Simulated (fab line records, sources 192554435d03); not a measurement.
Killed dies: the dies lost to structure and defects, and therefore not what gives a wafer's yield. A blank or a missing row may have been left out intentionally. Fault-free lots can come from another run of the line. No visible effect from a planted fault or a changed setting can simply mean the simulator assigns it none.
A struck lot beside a sound one / flow n5 finfet / 43 steps out of a route of 1938
Sound: these wafers, L193.2, L193.3, L193.6. Wafers struck: L192.1, L192.2, L192.6. The cause is named last.
Per side, at each step with rows, come the tool, then ch with its chambers, and then its first start. Under that, the readings that differ: sound wafers / struck wafers / difference of the means / sigmas: that difference in standard deviations of wafers without a fault.
alike: readings whose means differ by less than 2 such deviations, and words and numbers that are the same on both sides. not compared: withheld readings, readings that some wafer has no value for, bounds like >300 that may hide the same value, and numbers for which the record gives no deviation and whose values overlap.
A row with sigmas, a row that says differs or no value, or rows on one side alone: a step with any of these is where the two part. Numbers that have no deviation but don't overlap get no sigmas and don't part them. A reading that every wafer of one side lacks parts them only if that side has two wafers or more.

first, 5 steps without rows for these wafers: N5_MOL_CONTACT_COAG_PRE_CLEAN_121; N5_MOL_CONTACT_COAG_CVD_140 (deposits W, target thk 66.5 nm, time 215 s); N5_MOL_CONTACT_COAG_PRECLEAN_127 (cleans in DIW, time 57.5 s); N5_MOL_CONTACT_COAG_SRD_128 (dry time 32 s); N5_MOL_CONTACT_COAG_CMP_52 (polishes, stops on SiO2, t overpolish 1.5 s, target thk 66.5 nm).
N5_MOL_CONTACT_COAG_THK_MEAS_53:
  struck on film metro-01, day 8 14:59; sound on film metro-02, day 8 19:14
  alike: VIA_MOL_THK
N5_MOL_CONTACT_COAG_ANNEAL_112: time 1800 s.
  sound on hp anneal-01 ch 0, day 8 19:16; struck on hp anneal-01 ch 0, day 8 15:01
  alike: spike tc lower C, spike tc top C, wafer_temp_C_max, zone power upper pct
N5_MOL_CONTACT_COAG_INSPECT_97: inspects for defects (darkfield).
  struck on defect inspect-01, day 8 18:02; sound on defect inspect-01, day 8 22:19
  alike: raw defect count
then, 3 steps without rows for these wafers: N5_BEOL_M0_SAQP_PECVD_00 (deposits SiCN from 3MS/NH3, target thk 8 nm, time 14 s); N5_BEOL_M0_SAQP_ILD_DEP_01 (deposits SiOC from DEMS/O2, target thk 45.419 nm, time 8.7 s); N5_BEOL_M0_SAQP_HM_DEP_02 (deposits TiN, target thk 12 nm).
N5_BEOL_M0_SAQP_PECVD_03: deposits SiCN from 3MS/NH3, target thk 12 nm, time 21.1 s.
  sound on pecvd-02 ch 0,1,2, day 8 22:51; struck on pecvd-03 ch 0,1, day 8 20:41
  no value came back on the struck wafers for chamber pressure Torr (Torr), rf fwd power W (W), showerhead plenum p Torr (Torr), throttle valve pct (%); on the sound wafers chamber pressure Torr (Torr) reads 3.008 3.002 3.010
then, 1 step without rows for these wafers: N5_BEOL_M0_SAQP_PECVD_96 (deposits a-Si from SiH4/He, target thk 45 nm, time 45.2 s).
N5_BEOL_M0_SAQP_PECVD_97: deposits SiNx from SiH4/NH3/N2, target thk 23 nm, time 19.9 s.
  sound on pecvd-02 ch 0,1,2, day 8 22:56; struck on pecvd-03 ch 0,1, day 8 20:46
  alike: chamber pressure Torr, heater power outer w, heater power w, showerhead plenum p Torr, throttle valve pct
N5_BEOL_M0_SAQP_PECVD_04: deposits a-Si from SiH4/He, target thk 60 nm, time 60.2 s.
  sound on pecvd-02 ch 0,1,2, day 8 22:58; struck on pecvd-03 ch 0,1, day 8 20:49
reading=heater power outer w (W); sound=403 355 382; struck=269 276 272; difference=-108; sigmas=-2
reading=heater power w (W); sound=645 631 648; struck=495 471 484; difference=-158; sigmas=-2
  alike: chamber pressure Torr, showerhead plenum p Torr, throttle valve pct
N5_BEOL_M0_SAQP_THK_MEAS_05:
  struck on film metro-02, day 8 20:54; sound on film metro-01, day 8 23:04
  alike: thk nm
N5_BEOL_M0_SAQP_HM_DEP_111: deposits SiO2 from SiH4/N2O, target thk 12 nm, time 7.2 s.
  sound on pecvd-03 ch 0,1,2, day 8 23:06; struck on pecvd-01 ch 1,2, day 8 20:56
  alike: heater power outer w, heater power w, showerhead plenum p Torr
then, 8 steps without rows for these wafers: N5_BEOL_M0_SAQP_COAT_81 (time 60 s, resist thk 100 nm); N5_BEOL_M0_SAQP_COAT_82 (time 60 s, resist thk 30 nm); N5_BEOL_M0_SAQP_COAT_08 (resist thk 90 nm); N5_BEOL_M0_SAQP_EBR_10; N5_BEOL_M0_SAQP_SOFTBAKE_09 (time 60 s); N5_BEOL_M0_SAQP_EXPOSE_11 (exposes mask M0 CORE, target cd 42 nm); N5_BEOL_M0_SAQP_PEB_12 (peb time 60 s); N5_BEOL_M0_SAQP_DEVELOP_13 (develop time 30 s).
N5_BEOL_M0_SAQP_CD_MEAS_14: target cd 42.5 nm.
  sound on cd sem-01 ch 0, day 8 23:33; struck on cd sem-01 ch 0, day 8 21:16
  alike: cd nm
N5_BEOL_M0_SAQP_OVL_MEAS_15:
  sound on overlay-01 ch 0, day 8 23:35; struck on overlay-01 ch 0, day 8 21:17
  alike: M0_CORE_OVL
N5_BEOL_M0_SAQP_INSPECT_16: inspects for defects (brightfield).
  struck on defect inspect-01, day 8 21:19; sound on defect inspect-02, day 8 23:36
  alike: raw defect count
then, 6 steps without rows for these wafers: N5_BEOL_M0_SAQP_DESCUM_19 (chemistry O2, time 7.9 s); N5_BEOL_M0_SAQP_ETCH_83 (etches SiARC in CF4, target depth 39 nm, time 65 s); N5_BEOL_M0_SAQP_ETCH_84 (etches SOC in N2/H2, target depth 100 nm, overetch 20 nm, time 150 s); N5_BEOL_M0_SAQP_STRIP_80 (strips in N2/H2); N5_BEOL_M0_SAQP_HM_OPEN_112 (chemistry CHF3/O2, target SiO2, stops on a-Si, target depth 12 nm, time 13.5 s); N5_BEOL_M0_SAQP_STRIP_113 (strips in CHF3/O2).
N5_BEOL_M0_SAQP_MANDREL_ETCH_20: etches a-Si in HBr/Cl2, stops on SiNx, target depth 60 nm, bt time 10 s, time 30 s.
  sound on rie si-02 ch 0,1,3, day 8 23:55; struck on rie si-03 ch 0,1,3, day 8 21:38
  alike: HBr_flow_sccm, drypump motor current A, oes product au, throttle valve pct
  not compared: rf hours counter h
then, 6 steps without rows for these wafers: N5_BEOL_M0_SAQP_STRIP_86 (strips in N2/H2); N5_BEOL_M0_SAQP_STRIP_115 (strips in post etch residue remover, time 60 s); N5_BEOL_M0_SAQP_SRD_93 (time 30 s); N5_BEOL_M0_SAQP_RECESS_114 (chemistry HF/NH3, target SiO2, target depth 14.4 nm, afs cycles 3, sublimation time 60 s); N5_BEOL_M0_SAQP_SPACER1_ALD_98 (deposits SiO2, target thk 12.8 nm, pulse time 1 s, purge time 2 s); N5_BEOL_M0_SAQP_SPACER1_ETCHBACK_99 (etches SiO2 in CHF3/O2, target depth 15.4 nm, time 7.7 s).
N5_BEOL_M0_SAQP_CD_MEAS_29: target cd 14.4 nm.
  sound on cd sem-01 ch 0, day 9 03:03; struck on cd sem-03 ch 0, day 9 00:41
reading=cd nm (nm); sound=14.97 15.31 14.85; struck=- - -; difference=no value on the struck wafers; sigmas=
N5_BEOL_M4_RC_MEAS_101:
  the record has rows for the sound wafers here (prober-02 ch 0, day 11 11:45) and none for the struck ones

WHERE THEY PART
Last at N5_BEOL_M4_RC_MEAS_101 as far as this record goes, first at N5_BEOL_M0_SAQP_PECVD_03.

WHY: what the simulator had put in
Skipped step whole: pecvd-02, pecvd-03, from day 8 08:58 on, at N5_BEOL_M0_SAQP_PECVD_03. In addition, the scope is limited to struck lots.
